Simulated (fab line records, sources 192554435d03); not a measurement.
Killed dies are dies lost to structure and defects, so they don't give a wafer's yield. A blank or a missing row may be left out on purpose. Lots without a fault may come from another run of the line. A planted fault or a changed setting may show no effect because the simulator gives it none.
fab line records | flow n5_finfet
record lots=21 wafers=63 last_day=18
route steps=1938 shown BEOL_M2@858
lots that met no fault: from a run of the same line without faults
start_h: hours from the record's first day to the start of the lot's first wafer shown | wait_h: hours since the lot's step before | " the same as in the row above | L1.1+2: a row that stands for several wafers | - no value, or no start given | * or withheld: withheld | < > ~ a bound
route shown NAME@n: a module of which the file shows steps, and the number in the route of the first | usual: mean/standard deviation of fault-free wafers | same: alike in all rows | chamber/n: place in a boat | sites: the reading at each site | _std_site: their standard deviation | _edge_site: outer sites' mean less inner sites' | radius_mm: how far each site lies from the wafer's centre | mask NAME#n: copy n | behind: the tool/chamber that last shaped the wafer | hold: why the lot was held/for how many hours/how that ended | device: the transistor (n, p or np) that didn't switch | end of line: the same wafers' tests at the end of the route | a step without rows: its recipe alone | killed: dies lost to structure and defects at the first sort, not the wafer's yield | map: a wafer's dies, x killed, . not, _ none there
set.NAME: the setting as run; set.NAME@STEP: as run at that earlier step | model.NAME: the simulator's own value behind a step, which no gauge read
steps of the route over a sample of lots; a table a step, a row a wafer
services: from which hour (start_h, from the record's first day; less than 0 if before it) a tool's chamber was out of use, for how many hours, and why
## steps
# step N5_BEOL_M2_ETCH_74
# recipe chemistry=N2/H2 target=underlayer target_depth_a=65 mask_material=CAR-EUV time_s=5.2 ion_energy_ev=200 pressure_mtorr=30 source_w=840 bias_w=150 n2_flow_sccm=200 h2_flow_sccm=200 ends=cleared
# usual chamber_pressure_mTorr=30.00/0.044 drypump_motor_current_A=5.8/0.62 etch_rf_on_time_s=5.19/0.14 oes_product_au=0.68/0.073 rf_vpp_V=522.5/2.5 showerhead_plenum_p_Torr=2.50/0.073 throttle_valve_pct=17.8/0.36
# columns lot.wafer tool chamber start_h wait_h chamber_pressure_mTorr drypump_motor_current_A etch_rf_on_time_s oes_product_au rf_hours_counter_h rf_vpp_V showerhead_plenum_p_Torr throttle_valve_pct
L074.1 rie_diel-06 2 140.63 0.0 29.98 6.2 5.02 0.82 11 522.9 2.49 17.7
L074.4 " 1 " " 29.95 5.9 5.19 0.59 246 518.8 2.38 17.6
L074.5 " 1 " " 29.97 5.9 5.17 0.59 - 520.6 2.38 17.6
L075.4 rie_diel-06 3 142.80 0.0 29.96 6.4 5.35 0.63 163 527.8 2.66 18.1
L075.5 " 2 " " 30.05 6.2 5.14 0.80 - 522.8 2.49 17.7
L075.6 " 1 " " 29.96 5.9 5.31 0.58 - 519.4 2.38 17.6
L076.2 rie_diel-05 3 142.91 0.0 30.01 4.9 5.50 0.71 27 521.4 2.47 17.2
L076.3 " 0 " " 29.98 6.0 5.25 0.67 117 522.4 2.47 17.8
L076.4 " 1 " " 29.98 6.3 5.08 0.77 39 521.5 2.47 17.5
L077.1 rie_diel-02 2 151.20 0.0 30.07 6.2 5.13 0.69 82 521.4 2.47 17.9
L077.2 " 3 " " 30.04 6.0 5.08 0.61 212 522.2 2.53 18.2
L077.4 " 0 " " 30.00 5.0 5.05 0.79 38 521.8 2.50 17.8
L078.1 rie_diel-06 0 151.78 0.0 30.04 4.9 5.05 0.61 201 520.6 2.42 18.3
L078.4 " 3 " " 30.02 6.5 5.36 0.64 - 528.7 2.66 18.2
L078.6 " 2 " " 29.98 6.2 5.16 0.80 - 522.4 2.49 17.7
L079.1 rie_diel-06 2 165.98 0.0 30.07 6.2 5.08 0.79 22 521.9 2.49 17.7
L079.3 " 3 " " 29.97 6.5 5.24 0.64 174 527.3 2.66 18.2
L079.6 " 2 " " 30.05 6.2 5.04 0.81 - 521.8 2.49 17.7
L080.3 rie_diel-05 2 168.94 0.0 30.05 6.6 5.19 0.61 199 523.4 2.53 18.0
L080.4 " 3 " " 30.03 4.9 5.46 0.72 - 522.1 2.47 17.2
L080.5 " 2 " " 29.99 6.6 5.11 0.62 - 524.8 2.53 18.1
L081.2 rie_diel-02 0 175.17 0.0 29.97 5.0 5.02 0.77 45 523.9 2.50 17.9
L081.3 " 2 " " 29.97 6.3 5.12 0.67 90 521.7 2.47 17.9
L081.5 " 3 " " 30.05 6.0 5.09 0.61 - 522.9 2.52 18.2
L083.2 rie_diel-06 0 185.09 0.0 29.96 4.9 5.04 0.60 217 520.1 2.42 18.4
L083.5 " 1 " " 29.98 5.9 5.15 0.84 - 529.1 2.70 17.2
L083.6 " 0 " " 30.01 4.9 5.14 0.61 - 518.9 2.42 18.3
L084.2 rie_diel-05 2 190.27 0.0 29.98 6.6 5.18 0.60 210 525.4 2.52 18.1
L084.3 " 0 " " 30.02 6.0 5.25 0.66 137 520.1 2.46 17.8
L084.6 " 0 " " 30.07 6.0 5.31 0.64 - 521.5 2.46 17.8
L085.2 rie_diel-05 3 200.95 0.0 29.98 4.9 5.44 0.69 51 521.7 2.47 17.3
L085.5 " 2 " " 30.02 6.6 5.13 0.60 - 524.4 2.52 18.1
L085.6 " 3 " " 30.08 4.9 5.43 0.70 - 521.8 2.46 17.3
L086.1 rie_diel-02 0 202.32 0.0 30.01 5.1 5.02 0.74 55 521.0 2.50 17.9
L086.3 " 2 " " 30.03 6.2 5.10 0.68 100 519.3 2.46 17.9
L086.5 " 0 " " 30.01 5.0 4.96 0.75 - 521.7 2.50 17.9
L087.1 rie_diel-05 0 215.24 0.0 30.02 6.0 5.24 0.64 146 521.6 2.46 17.8
L087.5 " 2 " " 29.94 6.6 5.26 0.59 - 522.4 2.52 18.1
L087.6 " 1 " " 30.03 6.4 5.10 0.76 - 520.2 2.47 17.5
L088.1 rie_diel-06 0 219.23 0.0 30.00 4.9 5.10 0.60 229 522.0 2.41 18.4
L088.3 " 2 " " 30.00 6.2 5.03 0.77 40 518.8 2.48 17.7
L088.4 " 3 " " 30.00 6.5 5.38 0.61 195 526.7 2.65 18.2
L090.2 rie_diel-05 3 223.98 0.0 30.01 4.9 5.48 0.68 60 524.0 2.46 17.3
L090.3 " 2 " " 30.00 6.6 5.26 0.59 222 523.8 2.52 18.1
L090.5 " 0 " " 29.99 6.0 5.19 0.63 - 523.4 2.45 17.8
L089.1 rie_diel-02 0 226.14 0.0 29.99 5.1 5.06 0.72 64 523.4 2.49 17.9
L089.4 " 3 " " 30.05 5.9 5.11 0.59 238 523.2 2.51 18.2
L089.5 " 0 " " 30.01 5.1 5.08 0.73 - 521.6 2.49 17.9
L091.2 rie_diel-05 0 232.09 0.0 29.98 6.0 5.24 0.64 152 523.2 2.45 17.8
L091.3 " 2 " " 29.89 6.6 5.21 0.59 225 525.3 2.52 18.1
L091.6 " 2 " " 30.02 6.6 5.17 0.59 - 524.2 2.52 18.1
L094.1 rie_diel-05 0 252.55 0.0 29.96 5.9 5.21 0.63 158 519.2 2.45 17.8
L094.5 " 3 " " 29.95 4.9 5.47 0.67 - 523.8 2.46 17.3
L094.6 " 0 " " 29.91 6.0 5.22 0.63 - 516.8 2.45 17.8
L095.2 rie_diel-05 3 257.20 0.0 30.05 4.9 5.49 0.67 70 522.8 2.46 17.3
L095.3 " 0 " " 30.05 6.0 5.23 0.63 160 521.5 2.45 17.8
L095.4 " 2 " " 30.02 6.6 5.24 0.59 232 522.0 2.52 18.1
L096.2 rie_diel-02 0 259.76 0.0 29.99 5.0 5.08 0.72 77 521.1 2.49 17.9
L096.4 " 2 " " 30.01 6.2 5.20 0.66 - 520.3 2.46 17.9
L096.6 " 1 " " 29.94 5.5 5.23 0.70 - 522.5 2.46 17.3
L097.3 rie_diel-06 2 270.21 0.0 29.92 6.2 5.14 0.73 59 522.4 2.48 17.8
L097.5 " 1 " " 30.03 5.9 5.12 0.77 - 528.0 2.68 17.3
L097.6 " 2 " " 29.97 6.2 5.14 0.74 - 519.0 2.47 17.8
# step N5_BEOL_M2_ETCH_69
# recipe chemistry=CF4 target=SiARC target_depth_a=156 mask_material=CAR-EUV time_s=26 ion_energy_ev=80 pressure_mtorr=40 source_w=545 bias_w=36 Ar_flow_sccm=100 cf4_flow_sccm=100 ends=cleared
# usual chamber_pressure_mTorr=40.00/0.037 drypump_motor_current_A=5.8/0.59 etch_rf_on_time_s=25.9/0.73 oes_product_au=0.68/0.074 rf_vpp_V=183.7/1 showerhead_plenum_p_Torr=2.11/0.06 throttle_valve_pct=15.55/0.29
# columns lot.wafer tool chamber start_h wait_h chamber_pressure_mTorr drypump_motor_current_A etch_rf_on_time_s oes_product_au rf_hours_counter_h rf_vpp_V showerhead_plenum_p_Torr throttle_valve_pct
L074.1 rie_diel-02 1 141.95 0.0 39.96 5.5 25.8 0.77 22 184.0 2.10 15.09
L074.4 " 3 " " 40.00 5.9 25.5 0.61 - 183.7 2.13 15.87
L074.5 " 1 " " 39.99 5.5 26.0 0.77 - 184.0 2.10 15.10
L075.4 rie_diel-05 3 144.00 0.0 39.98 4.9 27.5 0.72 28 185.1 2.10 15.06
L075.5 " 0 " " 39.95 6.0 26.0 0.67 - 182.8 2.06 15.42
L075.6 " 3 " " 40.01 4.9 27.4 0.72 - 182.8 2.10 15.06
L076.2 rie_diel-06 1 144.08 0.0 40.00 5.9 26.2 0.58 248 182.1 2.03 15.66
L076.3 " 2 " " 40.00 6.2 25.0 0.83 12 184.3 2.12 15.51
L076.4 " 0 " " 40.00 4.9 25.1 0.62 198 183.7 2.04 16.00
L077.1 rie_diel-06 2 152.22 0.0 40.00 6.3 25.4 0.82 15 182.1 2.12 15.52
L077.2 " 0 " " 40.04 4.9 25.2 0.62 201 183.8 2.04 16.00
L077.4 " 0 " " 39.95 4.9 25.2 0.62 - 181.5 2.04 15.99
L078.1 rie_diel-06 3 152.69 0.0 40.03 6.4 26.7 0.63 167 184.0 2.22 15.74
L078.4 " 0 " " 40.09 4.9 25.0 0.62 - 180.8 2.04 15.99
L078.6 " 3 " " 40.08 6.4 26.5 0.62 - 185.8 2.22 15.72
L079.1 rie_diel-02 1 167.11 0.0 39.99 5.5 25.3 0.76 31 182.6 2.10 15.11
L079.3 " 3 " " 40.00 5.9 25.2 0.61 217 184.1 2.13 15.88
L079.6 " 3 " " 40.02 6.0 25.1 0.62 - 183.7 2.13 15.89
L080.3 rie_diel-05 0 170.32 0.0 40.00 6.0 26.0 0.66 128 183.3 2.06 15.42
L080.4 " 2 " " 39.99 6.6 25.8 0.61 - 184.5 2.12 15.73
L080.5 " 0 " " 40.01 6.0 26.1 0.66 - 182.3 2.06 15.44
L081.2 rie_diel-06 0 176.17 0.0 39.94 4.9 25.1 0.61 214 183.8 2.03 16.03
L081.3 " 2 " " 39.98 6.2 25.0 0.79 28 183.4 2.11 15.54
L081.5 " 2 " " 39.99 6.2 25.0 0.80 - 184.2 2.11 15.55
L083.2 rie_diel-02 2 185.99 0.0 40.02 6.2 25.4 0.69 93 184.0 2.09 15.64
L083.5 " 3 " " 40.00 5.9 25.3 0.60 - 183.8 2.13 15.91
L083.6 " 0 " " 39.99 5.0 25.2 0.75 - 182.4 2.09 15.35
L084.2 rie_diel-06 2 191.40 0.0 39.96 6.2 25.5 0.77 33 184.3 2.11 15.55
L084.3 " 1 " " 39.98 5.9 26.1 0.83 5 185.9 2.28 15.20
L084.6 " 2 " " 40.02 6.2 25.5 0.78 - 184.1 2.11 15.56
L085.2 rie_diel-06 2 202.00 0.0 40.00 6.2 25.5 0.76 36 183.1 2.11 15.55
L085.5 " 3 " " 39.96 6.5 26.5 0.62 - 185.1 2.21 15.79
L085.6 " 0 " " 40.00 4.9 25.2 0.60 - 181.9 2.03 16.03
L086.1 rie_diel-02 3 203.21 0.0 40.02 6.0 25.6 0.59 230 184.2 2.12 15.92
L086.3 " 2 " " 39.96 6.2 25.9 0.66 100 183.2 2.08 15.66
L086.5 " 1 " " 40.07 5.5 26.2 0.73 - 181.9 2.10 15.14
L087.1 rie_diel-06 1 216.28 0.0 40.07 5.9 25.6 0.80 14 185.7 2.28 15.23
L087.5 " 2 " " 39.95 6.2 25.4 0.76 - 182.2 2.11 15.57
L087.6 " 3 " " 40.03 6.5 26.7 0.61 - 185.3 2.21 15.77
L088.1 rie_diel-05 0 220.15 0.0 39.93 6.0 26.1 0.64 148 184.0 2.05 15.47
L088.3 " 2 " " 40.05 6.6 26.2 0.60 220 184.2 2.12 15.75
L088.4 " 1 " " 39.98 6.4 25.4 0.77 50 183.5 2.10 15.50
L090.2 rie_diel-05 2 225.20 0.0 40.03 6.6 26.6 0.59 223 184.3 2.12 15.78
L090.3 " 1 " " 40.02 6.4 25.4 0.77 53 183.9 2.10 15.47
L090.5 " 1 " " 40.01 6.4 25.3 0.76 - 181.9 2.10 15.51
L089.1 rie_diel-02 0 227.15 0.0 40.02 5.0 25.7 0.73 64 182.5 2.08 15.39
L089.4 " 1 " " 40.01 5.5 26.2 0.72 52 183.9 2.09 15.16
L089.5 " 2 " " 39.97 6.3 26.1 0.66 - 182.7 2.08 15.67
L091.2 rie_diel-02 0 233.11 0.0 39.94 5.1 25.3 0.73 65 182.2 2.08 15.39
L091.3 " 2 " " 40.03 6.2 25.5 0.67 110 183.2 2.08 15.67
L091.6 " 2 " " 39.96 6.3 25.8 0.66 - 183.7 2.08 15.66
L094.1 rie_diel-05 1 253.57 0.0 39.95 6.4 25.6 0.74 61 183.5 2.10 15.52
L094.5 " 2 " " 40.02 6.6 26.2 0.58 - 183.3 2.11 15.78
L094.6 " 3 " " 39.96 4.9 27.7 0.67 - 183.8 2.08 15.15
L095.2 rie_diel-06 2 258.23 0.0 40.04 6.2 25.1 0.75 55 183.5 2.10 15.57
L095.3 " 1 " " 40.06 5.9 25.8 0.78 30 184.4 2.27 15.25
L095.4 " 3 " " 39.98 6.4 26.8 0.60 209 184.2 2.20 15.81
L096.2 rie_diel-02 0 260.65 0.0 39.95 5.0 25.3 0.73 77 184.3 2.08 15.39
L096.4 " 0 " " 40.02 5.0 25.4 0.72 - 184.6 2.08 15.42
L096.6 " 2 " " 40.04 6.3 25.7 0.65 - 183.4 2.08 15.70
L097.3 rie_diel-02 1 271.35 0.0 39.96 5.5 25.7 0.70 71 182.7 2.09 15.19
L097.5 " 2 " " 39.94 6.2 25.6 0.65 - 183.1 2.07 15.72
L097.6 " 3 " " 40.00 5.9 25.5 0.87 - 183.8 2.12 15.45
# step N5_BEOL_M2_STRIP_97
# recipe chemistry=N2/H2 time_s=10 power_w=450 temp_c=40 pressure_mtorr=20 rf_frequency_hz=6e+07 bias_power_w=7 n2_flow_sccm=200 h2_flow_sccm=200
# usual chamber_pressure_mTorr=19.998/0.017 drypump_motor_current_A=5.8/0.59 oes_product_au=0.80/0.084 rf_vpp_V=59.1/0.84 showerhead_plenum_p_Torr=2.50/0.072 throttle_valve_pct=23.6/0.46
# columns lot.wafer tool chamber start_h wait_h chamber_pressure_mTorr drypump_motor_current_A oes_product_au rf_hours_counter_h rf_vpp_V showerhead_plenum_p_Torr throttle_valve_pct
L074.1 rie_diel-05 3 - - 19.972 4.9 0.86 27 59.2 2.47 23.0
L074.4 " 0 " " 19.979 6.0 0.78 117 58.8 2.46 23.5
L074.5 " 3 " " 20.004 4.9 0.86 - 60.2 2.47 23.0
L075.4 rie_diel-05 2 - - 19.991 6.6 0.72 192 59.3 2.53 23.9
L075.5 " 2 " " 19.996 6.6 0.71 - 60.0 2.53 23.9
L075.6 " 1 " " 20.010 6.4 0.90 - 57.7 2.47 23.1
L076.2 rie_diel-02 2 - - 19.996 6.2 0.79 82 59.0 2.47 23.6
L076.3 " 3 " " 20.009 5.9 0.70 213 58.2 2.52 24.1
L076.4 " 1 " " 20.007 5.5 0.88 27 59.0 2.48 22.9
L077.1 rie_diel-05 2 - - 19.999 6.6 0.71 195 58.5 2.53 23.9
L077.2 " 0 " " 19.998 6.0 0.79 122 58.7 2.46 23.5
L077.4 " 1 " " 19.968 6.3 0.91 43 59.5 2.47 23.1
L078.1 rie_diel-02 2 - - 19.992 6.3 0.79 83 60.1 2.47 23.6
L078.4 " 3 " " 19.995 6.0 0.70 214 59.7 2.52 24.0
L078.6 " 3 " " 20.016 6.0 0.70 - 58.2 2.52 24.1
L079.1 rie_diel-05 3 - - 19.983 4.9 0.86 35 59.0 2.47 23.0
L079.3 " 0 " " 19.969 6.0 0.78 126 58.7 2.46 23.5
L079.6 " 3 " " 19.970 4.9 0.85 - 58.7 2.47 23.0
L080.3 rie_diel-06 3 - - 19.992 6.5 0.73 177 59.8 2.65 24.1
L080.4 " 3 " " 20.010 6.5 0.73 - 59.7 2.65 24.1
L080.5 " 0 " " 20.014 4.9 0.70 - 60.0 2.42 24.2
L081.2 rie_diel-02 0 - - 19.975 5.1 0.89 47 59.3 2.50 23.9
L081.3 " 2 " " 20.012 6.2 0.78 92 57.6 2.46 23.6
L081.5 " 1 " " 19.993 5.5 0.86 - 60.0 2.47 22.9
L083.2 rie_diel-06 0 - - 19.967 4.9 0.70 218 58.5 2.41 24.2
L083.5 " 3 " " 19.977 6.5 0.72 - 59.5 2.65 24.1
L083.6 " 2 " " 19.993 6.2 0.91 - 59.7 2.48 23.6
L084.2 rie_diel-02 0 - - 19.991 5.0 0.88 53 60.5 2.49 23.9
L084.3 " 3 " " 20.010 5.9 0.70 228 60.1 2.51 24.1
L084.6 " 2 " " 20.008 6.2 0.78 - 58.5 2.46 23.7
L085.2 rie_diel-02 3 - - 19.988 5.9 0.68 230 58.7 2.51 24.1
L085.5 " 2 " " 19.997 6.2 0.78 - 61.1 2.46 23.7
L085.6 " 1 " " 19.998 5.5 0.85 - 59.6 2.47 22.9
L086.1 rie_diel-02 0 - - 19.950 5.1 0.88 56 57.6 2.49 23.9
L086.3 " 1 " " 19.986 5.5 0.85 45 58.6 2.47 22.9
L086.5 " 2 " " 19.995 6.2 0.78 - 59.4 2.46 23.7
L087.1 rie_diel-02 0 - - 19.978 5.1 0.88 61 57.5 2.49 23.9
L087.5 " 2 " " 20.003 6.2 0.77 - 59.5 2.46 23.7
L087.6 " 3 " " 20.000 6.0 0.68 - 58.6 2.51 24.1
L088.1 rie_diel-05 3 - - 20.050 4.9 0.81 62 57.9 2.46 23.1
L088.3 " 0 " " 20.007 6.0 0.76 151 59.8 2.45 23.6
L088.4 " 1 " " 19.994 6.4 0.90 53 58.9 2.46 23.2
L090.2 rie_diel-02 3 - - 20.000 5.9 0.68 239 58.0 2.51 24.1
L090.3 " 0 " " 20.013 5.0 0.85 65 60.7 2.49 23.9
L090.5 " 1 " " 20.030 5.5 0.84 - 59.2 2.46 22.9
L089.1 rie_diel-06 2 - - 20.000 6.2 0.90 46 58.9 2.48 23.6
L089.4 " 1 " " 20.009 5.9 0.94 21 59.5 2.68 22.9
L089.5 " 1 " " 19.978 5.9 0.94 - 58.2 2.68 22.9
L091.2 rie_diel-06 1 - - 19.970 5.9 0.93 22 59.4 2.68 22.9
L091.3 " 2 " " 19.991 6.2 0.89 47 60.1 2.48 23.6
L091.6 " 0 " " 19.984 4.9 0.70 - 58.2 2.41 24.2
L094.1 rie_diel-05 2 - - 20.005 6.6 0.68 232 59.4 2.51 24.0
L094.5 " 0 " " 20.011 6.0 0.74 - 59.5 2.45 23.5
L094.6 " 3 " " 20.047 4.9 0.81 - 59.6 2.45 23.1
L095.2 rie_diel-05 2 - - 19.972 6.6 0.69 234 58.9 2.51 24.0
L095.3 " 1 " " 19.974 6.4 0.86 64 57.6 2.46 23.2
L095.4 " 2 " " 19.994 6.6 0.69 - 59.9 2.51 24.0
L096.2 rie_diel-06 2 - - 20.020 6.2 0.88 57 57.6 2.47 23.6
L096.4 " 1 " " 20.003 5.9 0.91 33 58.8 2.68 22.9
L096.6 " 0 " " 20.017 4.9 0.67 - 59.1 2.40 24.2
L097.3 rie_diel-06 0 - - 20.000 4.9 0.68 247 58.1 2.40 24.2
L097.5 " 1 " " 19.964 5.9 0.89 - 60.6 2.68 22.9
L097.6 " 2 " " 19.980 6.2 0.87 - 60.4 2.47 23.6
# step N5_BEOL_M2_ALD_84
# recipe material=TaN target_thk_a=* temp_c=275 ald_precursor_family=PDMAT ald_co_reactant=NH3 pressure_torr=3 carrier_flow_sccm=1500 pulse_time_s=2 purge_time_s=3 co_reactant_purge_time_s=2 co_reactant_pulse_time_s=3 ald_cycles=30 precursor_vessel_temp_c=75 precursor_vessel_pressure_torr=26.25 precursor_vessel_carrier_sccm=1000
# usual heater_power_w=419/45 mfc_carrier_sccm=1499/4.6
# same purge_time_s=3
# columns lot.wafer tool chamber start_h wait_h heater_power_w mfc_carrier_sccm since_wet_clean_h
L074.1 ald_metal-01 0 143.79 0.0 405 1496 5961
L074.4 " 2 " " 507 1501 -
L074.5 " 0 " " 391 1500 -
L075.4 ald_metal-01 0 146.99 0.1 398 1493 -
L075.5 " 1 " " 384 1504 -
L075.6 " 2 " " 501 1503 -
L076.2 ald_metal-01 2 152.82 0.2 506 1497 5970
L076.3 " 0 " " 394 1504 5970
L076.4 " 2 " " 501 1501 -
L077.1 ald_metal-04 2 157.72 0.1 381 1498 1359
L077.2 " 1 " " 457 1495 1359
L077.4 " 3 " " 371 1504 1359
L078.1 ald_metal-01 1 158.01 0.0 391 1500 5975
L078.4 " 2 " " 504 1488 -
L078.6 " 1 " " 386 1505 -
L079.1 ald_metal-01 1 168.91 0.0 386 1498 5986
L079.3 " 2 " " 498 1506 5986
L079.6 " 0 " " 386 1509 -
L080.3 ald_metal-03 1 172.08 0.0 399 1511 2912
L080.4 " 2 " " 430 1495 2912
L080.5 " 2 " " 441 1498 -
L081.2 ald_metal-03 0 181.73 0.1 450 1503 2922
L081.3 " 3 " " 399 1498 2922
L081.5 " 3 " " 410 1494 -
L083.2 ald_metal-03 2 190.33 0.1 437 1501 2930
L083.5 " 0 " " 444 1495 -
L083.6 " 3 " " 390 1498 -
L084.2 ald_metal-04 1 197.91 0.1 454 1495 1399
L084.3 " 3 " " 375 1506 1399
L084.6 " 3 " " 379 1502 -
L085.2 ald_metal-04 2 204.99 0.0 387 1493 1406
L085.5 " 3 " " 392 1501 -
L085.6 " 2 " " 378 1499 -
L086.1 ald_metal-04 0 208.36 0.1 429 1503 1410
L086.3 " 2 " " 380 1502 1410
L086.5 " 0 " " 413 1494 -
L087.1 ald_metal-04 0 222.09 0.0 411 1497 1423
L087.5 " 2 " " 377 1498 -
L087.6 " 3 " " 366 1505 -
L088.1 ald_metal-01 1 228.83 0.1 379 1487 6046
L088.3 " 2 " " 495 1506 6046
L088.4 " 2 " " 507 1502 -
L090.2 ald_metal-01 0 231.87 0.1 396 1496 6049
L090.3 " 2 " " 502 1503 6049
L090.5 " 0 " " 397 1498 -
L089.1 ald_metal-04 2 231.93 0.0 372 1497 1433
L089.4 " 1 " " 463 1497 1433
L089.5 " 0 " " 417 1497 -
L091.2 ald_metal-01 1 235.39 0.2 388 1506 6052
L091.3 " 0 " " 406 1495 6052
L091.6 " 1 " " 393 1502 -
L094.1 ald_metal-01 2 256.29 0.0 510 1501 6073
L094.5 " 2 " " 504 1499 -
L094.6 " 1 " " 376 1500 -
L095.2 ald_metal-04 3 261.81 0.0 384 1500 1463
L095.3 " 2 " " 373 1496 1463
L095.4 " 0 " " 426 1497 1463
L096.2 ald_metal-03 2 266.18 0.0 424 1503 3006
L096.4 " 0 " " 442 1498 3006
L096.6 " 0 " " 446 1501 -
L097.3 ald_metal-01 0 277.17 0.2 389 1495 6094
L097.5 " 1 " " 372 1492 -
L097.6 " 2 " " 514 1502 -
# step N5_BEOL_M2_SURFACE_TREAT_85
# recipe gas=Ar time_s=* ion_energy_ev=* ion_current_ma_cm2=0.5 pressure_mtorr=* ar_flow_sccm=30
# usual pressure_mtorr=* throttle_valve_pct=*
# columns lot.wafer tool chamber start_h wait_h pressure_mtorr throttle_valve_pct
L074.1 pvd_sputter-01 - 144.05 0.2 * *
L074.4 " - " " * *
L074.5 " - " " * *
L075.4 pvd_sputter-01 - 147.18 0.1 * *
L075.5 " - " " * *
L075.6 " - " " * *
L076.2 pvd_sputter-01 - 153.14 0.2 * *
L076.3 " - " " * *
L076.4 " - " " * *
L077.1 pvd_sputter-02 - 157.99 0.2 * *
L077.2 " - " " * *
L077.4 " - " " * *
L078.1 pvd_sputter-03 - 160.12 2.0 * *
L078.4 " - " " * *
L078.6 " - " " * *
L079.1 pvd_sputter-03 - 169.13 0.1 * *
L079.3 " - " " * *
L079.6 " - " " * *
L080.3 pvd_sputter-03 - 172.37 0.2 * *
L080.4 " - " " * *
L080.5 " - " " * *
L081.2 pvd_sputter-03 - 182.01 0.2 * *
L081.3 " - " " * *
L081.5 " - " " * *
L083.2 pvd_sputter-01 - 190.56 0.1 * *
L083.5 " - " " * *
L083.6 " - " " * *
L084.2 pvd_sputter-02 - 198.20 0.2 * *
L084.3 " - " " * *
L084.6 " - " " * *
L085.2 pvd_sputter-02 - 205.41 0.3 * *
L085.5 " - " " * *
L085.6 " - " " * *
L086.1 pvd_sputter-03 - 208.68 0.2 * *
L086.3 " - " " * *
L086.5 " - " " * *
L087.1 pvd_sputter-01 - 222.32 0.1 * *
L087.5 " - " " * *
L087.6 " - " " * *
L088.1 pvd_sputter-02 - 229.17 0.2 * *
L088.3 " - " " * *
L088.4 " - " " * *
L090.2 pvd_sputter-01 - 232.16 0.2 * *
L090.3 " - " " * *
L090.5 " - " " * *
L089.1 pvd_sputter-03 - 232.19 0.2 * *
L089.4 " - " " * *
L089.5 " - " " * *
L091.2 pvd_sputter-01 - 235.78 0.3 * *
L091.3 " - " " * *
L091.6 " - " " * *
L094.1 pvd_sputter-01 - 256.57 0.2 * *
L094.5 " - " " * *
L094.6 " - " " * *
L095.2 pvd_sputter-01 - 262.10 0.2 * *
L095.3 " - " " * *
L095.4 " - " " * *
L096.2 pvd_sputter-02 - 266.70 0.4 * *
L096.4 " - " " * *
L096.6 " - " " * *
L097.3 pvd_sputter-02 - 277.71 0.4 * *
L097.5 " - " " * *
L097.6 " - " " * *
# step N5_BEOL_M2_SPUTTER_81
# recipe material=Cu target_thk_a=45 temp_c=-20 chamber_pressure_pa=0.07 power_w=withheld time_s=8.29
# usual throttle_valve_pct=30.1/1.1
# columns lot.wafer tool chamber start_h wait_h throttle_valve_pct
L074.1 pvd_sputter-01 - 144.78 0.1 30.6
L074.4 " - " " 28.7
L074.5 " - " " 31.6
L075.4 pvd_sputter-01 - 147.96 0.1 29.8
L075.5 " - " " 30.9
L075.6 " - " " 29.8
L076.2 pvd_sputter-01 - 153.88 0.1 29.8
L076.3 " - " " 28.7
L076.4 " - " " 30.8
L077.1 pvd_sputter-02 - 158.79 0.1 27.5
L077.2 " - " " 31.2
L077.4 " - " " 29.6
L078.1 pvd_sputter-02 - 160.79 0.1 29.7
L078.4 " - " " 31.3
L078.6 " - " " 29.9
L079.1 pvd_sputter-03 - 169.85 0.1 30.9
L079.3 " - " " 31.1
L079.6 " - " " 29.7
L080.3 pvd_sputter-01 - 173.06 0.1 31.7
L080.4 " - " " 31.5
L080.5 " - " " 30.8
L081.2 pvd_sputter-03 - 182.81 0.1 31.2
L081.3 " - " " 30.5
L081.5 " - " " 29.8
L083.2 pvd_sputter-03 - 192.76 0.1 29.8
L083.5 " - " " 31.3
L083.6 " - " " 30.7
L084.2 pvd_sputter-01 - 198.97 0.1 31.3
L084.3 " - " " 28.7
L084.6 " - " " 30.9
L085.2 pvd_sputter-03 - 206.34 0.1 30.9
L085.5 " - " " 29.9
L085.6 " - " " 29.9
L086.1 pvd_sputter-03 - 209.50 0.1 29.8
L086.3 " - " " 31.0
L086.5 " - " " 30.6
L087.1 pvd_sputter-02 - 223.00 0.1 27.8
L087.5 " - " " 29.8
L087.6 " - " " 31.1
L088.1 pvd_sputter-03 - 229.83 0.1 31.0
L088.3 " - " " 29.7
L088.4 " - " " 30.2
L090.2 pvd_sputter-01 - 232.86 0.1 30.1
L090.3 " - " " 31.7
L090.5 " - " " 31.7
L089.1 pvd_sputter-02 - 233.03 0.1 29.9
L089.4 " - " " 31.4
L089.5 " - " " 29.7
L091.2 pvd_sputter-01 - 236.70 0.1 28.8
L091.3 " - " " 31.4
L091.6 " - " " 28.6
L094.1 pvd_sputter-02 - 257.30 0.1 29.6
L094.5 " - " " 27.8
L094.6 " - " " 30.9
L095.2 pvd_sputter-01 - 262.84 0.1 31.7
L095.3 " - " " 29.7
L095.4 " - " " 29.1
L096.2 pvd_sputter-02 - 267.40 0.1 27.5
L096.4 " - " " 30.8
L096.6 " - " " 29.8
L097.3 pvd_sputter-01 - 280.92 0.1 28.7
L097.5 " - " " 29.8
L097.6 " - " " 31.6
## services
# columns tool chamber start_h hours kind
ald_metal-04 1 121.29 10.6 repair
rie_diel-02 0 126.72 16.1 repair
ald_metal-04 - 138.31 2.8 pm
ald_metal-01 - 147.30 0.9 repair
rie_diel-06 1 151.02 - clean
rie_diel-06 1 151.02 - consumable_replace:focus_ring
rie_diel-06 1 151.02 - consumable_replace:showerhead
rie_diel-06 1 151.02 25.5 scheduled_down
rie_diel-06 1 151.02 25.5 vent_cycle
rie_diel-05 1 162.15 36.3 repair
ald_metal-03 0 163.31 4.2 repair
ald_metal-01 2 189.20 28.2 repair
rie_diel-06 2 197.89 1.5 repair
rie_diel-02 1 198.27 1.6 repair
ald_metal-01 - 203.70 0.3 repair
ald_metal-04 - 218.32 1.2 pm
rie_diel-06 0 220.63 6.6 repair
ald_metal-03 - 227.70 28.1 pm
rie_diel-02 - 229.71 0.5 repair
rie_diel-05 0 258.19 9.4 repair
rie_diel-02 0 264.49 9.9 repair
ald_metal-03 0 269.45 8.5 repair
ald_metal-04 1 271.72 1.9 repair
pvd_sputter-02 - 279.52 3.8 repair
## key
fault none
